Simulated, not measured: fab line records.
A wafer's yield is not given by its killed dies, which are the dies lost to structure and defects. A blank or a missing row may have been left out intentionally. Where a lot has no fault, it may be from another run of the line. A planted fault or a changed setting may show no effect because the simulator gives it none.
Which tool did it? || flow n5_finfet || Sampling: 9 lots, 27 wafers, 4 of 1938 route steps

== WHAT THE GAUGES SHOWED, per wafer ==
N5_BEOL_M13_INSPECT_55: inspects for defects (darkfield). Usual: raw_defect_count at 65, with a standard deviation of 22.
{"lot": "L282", "measured": "day 11 22:53", "on": "defect_inspect-01", "raw_defect_count": "43 45 60", "flag": ""}
{"lot": "L283", "measured": "day 12 08:40", "on": "defect_inspect-01", "raw_defect_count": "59 58 81", "flag": ""}
{"lot": "L284", "measured": "day 12 12:12", "on": "defect_inspect-01", "raw_defect_count": "43 46 34", "flag": ""}
{"lot": "L286", "measured": "day 13 11:22", "on": "defect_inspect-01", "raw_defect_count": "67 54 90", "flag": ""}
{"lot": "L289", "measured": "day 13 15:19", "on": "defect_inspect-01", "raw_defect_count": "48 32 30", "flag": ""}
{"lot": "L296", "measured": "day 15 13:23", "on": "defect_inspect-02", "raw_defect_count": "81 97 64", "flag": ""}
{"lot": "L300", "measured": "day 16 02:59", "on": "defect_inspect-01", "raw_defect_count": "85 81 42", "flag": ""}
{"lot": "L302", "measured": "day 17 12:17", "on": "defect_inspect-01", "raw_defect_count": "55 39 56", "flag": ""}
{"lot": "L304", "measured": "day 17 23:02", "on": "defect_inspect-02", "raw_defect_count": "61 112 67", "flag": ""}

N5_BEOL_M14_CD_MEAS_28 targets a cd of 284.4 nm. Usual: cd_nm at 283.7 nm, with a standard deviation of 1.6.
{"lot": "L282", "measured": "day 12 00:32", "on": "cd_sem-01", "cd_nm (nm)": "284.1 281.9 280.5", "flag": ""}
{"lot": "L283", "measured": "day 12 10:03", "on": "cd_sem-03", "cd_nm (nm)": "283.7 283.8 282.1", "flag": ""}
{"lot": "L284", "measured": "day 12 13:35", "on": "cd_sem-03", "cd_nm (nm)": "282.1 285.6 285.1", "flag": ""}
{"lot": "L286", "measured": "day 13 12:58", "on": "cd_sem-01", "cd_nm (nm)": "281.6 281.6 283.3", "flag": ""}
{"lot": "L289", "measured": "day 13 16:57", "on": "cd_sem-02", "cd_nm (nm)": "284.9 282.2 281.6", "flag": ""}
{"lot": "L296", "measured": "day 15 15:02", "on": "cd_sem-02", "cd_nm (nm)": "295.4 295.4 295.6", "flag": "OFF"}
{"lot": "L300", "measured": "day 16 04:59", "on": "cd_sem-02", "cd_nm (nm)": "293.7 295.0 291.9", "flag": "OFF"}
{"lot": "L302", "measured": "day 17 13:41", "on": "cd_sem-02", "cd_nm (nm)": "284.9 286.4 282.9", "flag": ""}
{"lot": "L304", "measured": "day 18 00:37", "on": "cd_sem-01", "cd_nm (nm)": "284.6 281.4 280.3", "flag": ""}

== EACH LOT AND THE TOOL THAT RAN IT (in order: tool; ch and the chambers of the sampled wafers; start) ==
{"lot": "L282", "N5_BEOL_M14_VIA_ETCH_16": "rie_diel-01 ch 1,2,3, day 11 23:52", "N5_BEOL_M14_EXPOSE_25": "krf_scanner-02 ch 0, day 12 00:22"}
{"lot": "L283", "N5_BEOL_M14_VIA_ETCH_16": "rie_diel-05 ch 1,2, day 12 09:22", "N5_BEOL_M14_EXPOSE_25": "krf_scanner-02 ch 0, day 12 09:53"}
{"lot": "L284", "N5_BEOL_M14_VIA_ETCH_16": "rie_diel-01 ch 0,1, day 12 12:55", "N5_BEOL_M14_EXPOSE_25": "krf_scanner-02 ch 0, day 12 13:26"}
{"lot": "L286", "N5_BEOL_M14_VIA_ETCH_16": "rie_diel-01 ch 1,2,3, day 13 12:17", "N5_BEOL_M14_EXPOSE_25": "krf_scanner-02 ch 0, day 13 12:47"}
{"lot": "L289", "N5_BEOL_M14_VIA_ETCH_16": "rie_diel-01 ch 0,1, day 13 16:09", "N5_BEOL_M14_EXPOSE_25": "krf_scanner-01 ch 0, day 13 16:48"}
{"lot": "L296", "N5_BEOL_M14_VIA_ETCH_16": "rie_diel-05 ch 1,2,3, day 15 14:14", "N5_BEOL_M14_EXPOSE_25": "krf_scanner-02 ch 0, day 15 14:53"}
{"lot": "L300", "N5_BEOL_M14_VIA_ETCH_16": "rie_diel-06 ch 1,2,3, day 16 04:10", "N5_BEOL_M14_EXPOSE_25": "krf_scanner-02 ch 0, day 16 04:49"}
{"lot": "L302", "N5_BEOL_M14_VIA_ETCH_16": "rie_diel-01 ch 0,3, day 17 13:00", "N5_BEOL_M14_EXPOSE_25": "krf_scanner-01 ch 0, day 17 13:31"}
{"lot": "L304", "N5_BEOL_M14_VIA_ETCH_16": "rie_diel-05 ch 0,3, day 17 23:56", "N5_BEOL_M14_EXPOSE_25": "krf_scanner-01 ch 0, day 18 00:28"}
- N5_BEOL_M14_VIA_ETCH_16: etches SiO2 in C4F8/O2/Ar, target depth 1231.3 nm.
- N5_BEOL_M14_EXPOSE_25: exposes mask M14, target cd 280 nm.

== AS READ BY THE TOOLS THEMSELVES (means over the sampled wafers that have a number; for cases with no such wafer, the mark the record gives instead) ==
N5_BEOL_M14_VIA_ETCH_16. Usual: chamber_pressure_mTorr 20.000 mTorr, standard deviation 0.018; drypump_motor_current_A 5.6 A, standard deviation 0.59; oes_f_703_au 0.80 a.u., standard deviation 0.073; oes_product_au 0.73 a.u., standard deviation 0.072; rf_vpp_V 2233 V, standard deviation 25; showerhead_plenum_p_Torr 3.42 Torr, standard deviation 0.11; throttle_valve_pct 30.83 %, standard deviation 0.26.
{"lot": "L282", "tool": "rie_diel-01", "chamber_pressure_mTorr (mTorr)": 20.004, "drypump_motor_current_A (A)": 5.6, "oes_f_703_au (a.u.)": 0.81, "oes_product_au (a.u.)": 0.73, "rf_vpp_V (V)": 2232, "showerhead_plenum_p_Torr (Torr)": 3.42, "throttle_valve_pct (%)": 30.63, "flag": ""}
{"lot": "L283", "tool": "rie_diel-05", "chamber_pressure_mTorr (mTorr)": 20.001, "drypump_motor_current_A (A)": 5.6, "oes_f_703_au (a.u.)": 0.91, "oes_product_au (a.u.)": 0.84, "rf_vpp_V (V)": 2256, "showerhead_plenum_p_Torr (Torr)": 3.47, "throttle_valve_pct (%)": 30.66, "flag": ""}
{"lot": "L284", "tool": "rie_diel-01", "chamber_pressure_mTorr (mTorr)": 20.009, "drypump_motor_current_A (A)": 5.0, "oes_f_703_au (a.u.)": 0.75, "oes_product_au (a.u.)": 0.68, "rf_vpp_V (V)": 2238, "showerhead_plenum_p_Torr (Torr)": 3.33, "throttle_valve_pct (%)": 30.90, "flag": ""}
{"lot": "L286", "tool": "rie_diel-01", "chamber_pressure_mTorr (mTorr)": 20.002, "drypump_motor_current_A (A)": 5.6, "oes_f_703_au (a.u.)": 0.80, "oes_product_au (a.u.)": 0.72, "rf_vpp_V (V)": 2231, "showerhead_plenum_p_Torr (Torr)": 3.41, "throttle_valve_pct (%)": 30.65, "flag": ""}
{"lot": "L289", "tool": "rie_diel-01", "chamber_pressure_mTorr (mTorr)": 20.005, "drypump_motor_current_A (A)": 5.0, "oes_f_703_au (a.u.)": 0.73, "oes_product_au (a.u.)": 0.66, "rf_vpp_V (V)": 2233, "showerhead_plenum_p_Torr (Torr)": 3.36, "throttle_valve_pct (%)": 30.84, "flag": ""}
{"lot": "L296", "tool": "rie_diel-05", "chamber_pressure_mTorr (mTorr)": 20.013, "drypump_motor_current_A (A)": 5.8, "oes_f_703_au (a.u.)": 0.90, "oes_product_au (a.u.)": 0.81, "rf_vpp_V (V)": 2245, "showerhead_plenum_p_Torr (Torr)": 3.46, "throttle_valve_pct (%)": 30.83, "flag": ""}
{"lot": "L300", "tool": "rie_diel-06", "chamber_pressure_mTorr (mTorr)": 19.985, "drypump_motor_current_A (A)": 5.7, "oes_f_703_au (a.u.)": 0.80, "oes_product_au (a.u.)": 0.73, "rf_vpp_V (V)": 2236, "showerhead_plenum_p_Torr (Torr)": 3.53, "throttle_valve_pct (%)": 31.14, "flag": ""}
{"lot": "L302", "tool": "rie_diel-01", "chamber_pressure_mTorr (mTorr)": 19.980, "drypump_motor_current_A (A)": 5.1, "oes_f_703_au (a.u.)": 0.80, "oes_product_au (a.u.)": 0.73, "rf_vpp_V (V)": 2253, "showerhead_plenum_p_Torr (Torr)": 3.31, "throttle_valve_pct (%)": 30.76, "flag": ""}
{"lot": "L304", "tool": "rie_diel-05", "chamber_pressure_mTorr (mTorr)": 19.994, "drypump_motor_current_A (A)": 6.1, "oes_f_703_au (a.u.)": 0.83, "oes_product_au (a.u.)": 0.75, "rf_vpp_V (V)": 2212, "showerhead_plenum_p_Torr (Torr)": 3.39, "throttle_valve_pct (%)": 30.80, "flag": ""}

N5_BEOL_M14_EXPOSE_25. Usual: exposure_dose_mJ_cm2 at 26.582, with a standard deviation of 0.026.
{"lot": "L282", "tool": "krf_scanner-02", "exposure_dose_mJ_cm2": 26.559, "flag": ""}
{"lot": "L283", "tool": "krf_scanner-02", "exposure_dose_mJ_cm2": 26.577, "flag": ""}
{"lot": "L284", "tool": "krf_scanner-02", "exposure_dose_mJ_cm2": 26.575, "flag": ""}
{"lot": "L286", "tool": "krf_scanner-02", "exposure_dose_mJ_cm2": 26.557, "flag": ""}
{"lot": "L289", "tool": "krf_scanner-01", "exposure_dose_mJ_cm2": 26.622, "flag": ""}
{"lot": "L296", "tool": "krf_scanner-02", "exposure_dose_mJ_cm2": 28.847, "flag": "OFF"}
{"lot": "L300", "tool": "krf_scanner-02", "exposure_dose_mJ_cm2": 28.373, "flag": "OFF"}
{"lot": "L302", "tool": "krf_scanner-01", "exposure_dose_mJ_cm2": 26.581, "flag": ""}
{"lot": "L304", "tool": "krf_scanner-01", "exposure_dose_mJ_cm2": 26.552, "flag": ""}

== THE ANSWER, worked out from the rows above alone ==
Rule: lot off if the mean of its wafers having a number is beyond 3 standard deviations from the usual mean. A lot without any number at a reading at which 4 lots or more have one is off too. The other lots that the step has rows for count as sound. First the gauges in route order, then the tools' own readings, where a lot's mean is used as printed above. At the first step where some lot is off, the reading lying furthest off is the one used; lots without a number count as furthest.
Off: L296, L300 (N5_BEOL_M14_CD_MEAS_28, cd_nm).
A tool fits if, at a process step before that reading, it ran every lot that is off, and no sound lot after the first of them. Not tried: the gauges at N5_BEOL_M14_CD_MEAS_28; whatever is off there is also off at N5_BEOL_M14_EXPOSE_25, on other tools, and gauge error can't account for it. One fits: krf_scanner-02 at N5_BEOL_M14_EXPOSE_25. A fault onset in the window from L286 (day 13 12:47, its last sound lot) to L296 (day 15 14:53, its first lot off) fits.
The tool's own readings at N5_BEOL_M14_EXPOSE_25 bear it out: on the lots that are off they differ by more than 5 times the standard deviation of the sound lots' means. exposure_dose_mJ_cm2 reads 28.610 there against 26.575 on the sound lots.

== WHAT THE SIMULATOR HAD PUT IN ==
Drift in process parameters on krf_scanner-02 at N5_BEOL_M14_EXPOSE_25, starting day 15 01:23. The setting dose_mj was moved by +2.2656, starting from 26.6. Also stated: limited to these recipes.
Shown lots that were struck: L296, L300. The rule above reached the same finding.
